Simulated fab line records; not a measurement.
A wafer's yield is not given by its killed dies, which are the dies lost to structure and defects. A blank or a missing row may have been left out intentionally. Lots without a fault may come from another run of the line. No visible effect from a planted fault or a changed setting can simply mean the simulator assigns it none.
Which tool did it?	flow nand_harc	13 lots with 39 wafers sampled at 5 steps, on a route of 1302 steps

## WHAT THE GAUGES SHOWED, per wafer
NHARC_END_SORT_01. Usual: defect_limited_yield 91.5 %, standard deviation 2.5; killed_at_array 52, standard deviation 17; killed_at_other 1.2, standard deviation 1.4; killed_at_periphery 4.7, standard deviation 2.9; killed_dies 58, standard deviation 17; killed_open 3.2, standard deviation 1.9; killed_short 2.4, standard deviation 1.4; sort_bin_2_pct 3.0 %, standard deviation 1.1; sort_bin_3_pct 0.6 %, standard deviation 0.37; sort_bin_4_pct 4.8 %, standard deviation 1.4; sort_n_pass 619, standard deviation 17; sort_rim_yield_pct 90 %, standard deviation 4.9; sort_yield_pct 91.5 %, standard deviation 2.5.
lot	measured	on	defect_limited_yield (%)	killed_at_array	killed_at_other	killed_at_periphery	killed_dies	killed_open	killed_short	sort_bin_2_pct (%)	sort_bin_3_pct (%)	sort_bin_4_pct (%)	sort_n_pass	sort_rim_yield_pct (%)	sort_yield_pct (%)	flag
L264	day 30 01:58	prober-01	92.8 90.5 90.1	47 63 65	0 0 2	2 1 0	49 64 67	5 5 0	3 2 5	3.0 5.0 3.4	0.7 0.3 1.2	3.5 4.1 5.3	628 613 610	86 91 92	92.8 90.5 90.1	
L268	day 32 18:51	prober-01	90.5 0 88.8	56 667 72	4 1 1	4 9 3	64 677 76	1 2 3	5 2 2	4.4 92.9 4.4	0.7 1.0 1.2	4.3 6.1 5.6	613 0 601	97 0 91	90.5 0 88.8	OFF
L267	day 32 20:58	prober-02	93.9 0 93.4	37 668 34	0 1 3	4 8 8	41 677 45	3 1 2	3 3 2	1.8 96.2 1.9	0.3 0.7 0.3	4.0 3.1 4.4	636 0 632	91 0 97	93.9 0 93.4	OFF
L269	day 33 03:28	prober-01	0 88.0 93.5	675 77 39	1 1 1	1 3 4	677 81 44	5 4 1	0 1 1	92.3 4.4 2.8	1.3 0.6 0.7	6.4 6.9 3.0	0 596 633	0 90 92	0 88.0 93.5	OFF

## TOOL THAT RAN EACH LOT (tool first, then ch and the chambers of the sampled wafers, then the start)
lot	NHARC_A_BONDPAD_ECD_18	NHARC_THIN_TSV_CMP_01	NHARC_THIN_TSV_ETCHBACK_48	NHARC_THIN_TSV_ETCH_36
L253	ecd_cu-02 ch 0,1, day 24 00:32	cmp-02 ch 0,1,3, day 24 12:44	rie_diel-01 ch 0,2,3, day 24 16:17	rie_metal-03 ch 0,1, day 24 20:52
L252	ecd_cu-01 ch 0,1, day 24 17:40	cmp-02 ch 1,2, day 25 06:25	rie_diel-01 ch 0,1,3, day 25 10:00	rie_metal-02 ch 0,1, day 25 14:13
L254	ecd_cu-01 ch 0,1, day 25 19:01	cmp-03 ch 0,2,3, day 26 07:08	rie_diel-01 ch 0,1,2, day 26 10:54	rie_metal-03 ch 0,1, day 26 14:57
L256	ecd_cu-01 ch 0,1, day 25 22:56	cmp-04 ch 2,3, day 26 12:01	rie_diel-03 ch 1,2, day 26 15:26	rie_metal-03 ch 0,1, day 26 19:34
L259	ecd_cu-01 ch 0,1, day 27 00:49	cmp-04 ch 0,1,3, day 27 15:28	rie_diel-01 ch 0,1, day 27 18:51	rie_metal-02 ch 0,1, day 27 23:05
L258	ecd_cu-02 ch 0,1, day 27 08:13	cmp-03 ch 0,1, day 27 20:31	rie_diel-03 ch 1,2,3, day 28 00:08	rie_metal-01 ch 0,1, day 28 04:14
L264	ecd_cu-02 ch 0,1, day 28 22:40	cmp-03 ch 1,2, day 29 09:44	rie_diel-01 ch 1,2,3, day 29 13:13	rie_metal-01 ch 0,1, day 29 17:22
L262	ecd_cu-02 ch 0,1, day 29 04:39	cmp-04 ch 0,1,3, day 29 17:01	rie_diel-03 ch 0,2, day 29 20:26	rie_metal-02 ch 0,1, day 30 00:40
L266	ecd_cu-01 ch 0,1, day 29 10:23	cmp-03 ch 2,3, day 30 02:31	rie_diel-01 ch 0,2, day 30 06:04	rie_metal-03 ch 0,1, day 30 10:44
L265	ecd_cu-02 ch 0, day 29 11:32	cmp-04 ch 0,2,3, day 30 03:44	rie_diel-09 ch 0,1,2, day 30 07:32	rie_metal-01 ch 0,1, day 30 11:40
L268	ecd_cu-01 ch 0,1, day 31 04:45	cmp-04 ch 1,2, day 32 01:17	rie_diel-01 ch 2,3, day 32 05:17	rie_metal-02 ch 0, day 32 09:35
L267	ecd_cu-01 ch 0,1, day 31 06:57	cmp-04 ch 0,3, day 32 02:26	rie_diel-09 ch 1,2, day 32 06:04	rie_metal-02 ch 0, day 32 10:43
L269	ecd_cu-01 ch 0,1, day 31 13:37	cmp-03 ch 1,2, day 32 03:43	rie_diel-03 ch 3, day 32 07:13	rie_metal-03 ch 1, day 32 11:44
- NHARC_A_BONDPAD_ECD_18: material Cu, target thk 400 nm.
- NHARC_THIN_TSV_CMP_01: polishes.
- NHARC_THIN_TSV_ETCHBACK_48: etches the open film in C4F8/Ar, target depth 1028.5 nm, time 405.17 s.
- NHARC_THIN_TSV_ETCH_36: etches the open film in Cl2/BCl3, target depth 65 nm, time 18.571 s.

## WHAT THE TOOLS THEMSELVES READ (means of the sampled wafers that have a number; where no wafer has one, the mark that the record gives instead)
NHARC_THIN_TSV_CMP_01. Usual: motor_current_A 11.6 A, standard deviation 1.1.
lot	tool	motor_current_A (A)	flag
L253	cmp-02	11.9	
L252	cmp-02	12.0	
L254	cmp-03	11.5	
L256	cmp-04	10.5	
L259	cmp-04	11.1	
L258	cmp-03	11.4	
L264	cmp-03	10.7	
L262	cmp-04	11.3	
L266	cmp-03	10.8	
L265	cmp-04	11.2	
L268	cmp-04	12.8	
L267	cmp-04	10.6	
L269	cmp-03	10.3	

NHARC_THIN_TSV_ETCHBACK_48. Usual: oes_product_au 0.96 a.u., standard deviation 0.036; rf_vpp_V 546.6 V, standard deviation 3.
lot	tool	oes_product_au (a.u.)	rf_vpp_V (V)	flag
L253	rie_diel-01	0.99	548.8	
L252	rie_diel-01	1.00	546.2	
L254	rie_diel-01	1.00	546.4	
L256	rie_diel-03	0.93	546.1	
L259	rie_diel-01	0.96	545.2	
L258	rie_diel-03	0.96	545.3	
L264	rie_diel-01	0.92	547.9	
L262	rie_diel-03	0.94	543.3	
L266	rie_diel-01	1.00	547.3	
L265	rie_diel-09	0.98	545.8	
L268	rie_diel-01	1.01	550.8	
L267	rie_diel-09	0.93	545.4	
L269	rie_diel-03	0.99	546.7	

NHARC_THIN_TSV_ETCH_36. Usual: drypump_motor_current_A 5.7 A, standard deviation 0.5; oes_product_au 0.993 a.u., standard deviation 0.015.
lot	tool	drypump_motor_current_A (A)	oes_product_au (a.u.)	flag
L253	rie_metal-03	5.1	1.000	
L252	rie_metal-02	6.3	1.005	
L254	rie_metal-03	5.1	1.003	
L256	rie_metal-03	5.1	1.004	
L259	rie_metal-02	6.3	1.000	
L258	rie_metal-01	5.7	0.966	
L264	rie_metal-01	5.7	0.987	
L262	rie_metal-02	6.0	0.987	
L266	rie_metal-03	5.1	0.995	
L265	rie_metal-01	5.7	0.975	
L268	rie_metal-02	6.6	1.003	
L267	rie_metal-02	6.6	0.999	
L269	rie_metal-03	5.1	0.998	

## THE ANSWER, worked out from the rows above alone
Rule: lot off if the mean of its wafers having a number is beyond 3 standard deviations from the usual mean. A lot without any number at a reading at which 4 lots or more have one is off too. The other lots that the step has rows for count as sound. After the gauges, taken in route order, come the tools' own readings; for these a lot's mean is taken, as printed above. The first step at which some lot is off is used, and at that step the reading that is off furthest; a lot without a number counts as furthest.
Off, at NHARC_END_SORT_01 on sort_bin_2_pct: L268, L267, L269. Neither off nor sound, because the step has no rows for them: L253, L252, L254, L256, L259, L258, L262, L266, L265.
A tool fits if, at a process step before that reading, it ran every lot that is off, and no sound lot after the first of them. The gauges at NHARC_END_SORT_01 are tried like those tools. One fits: NHARC_A_BONDPAD_ECD_18 on ecd_cu-01. It ran no sound lot before its first lot that is off in this sample, so the start can't be narrowed down.

## WHAT THE SIMULATOR HAD INSERTED
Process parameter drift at NHARC_A_BONDPAD_ECD_18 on ecd_cu-01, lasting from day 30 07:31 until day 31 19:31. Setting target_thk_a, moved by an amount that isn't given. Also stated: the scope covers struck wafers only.
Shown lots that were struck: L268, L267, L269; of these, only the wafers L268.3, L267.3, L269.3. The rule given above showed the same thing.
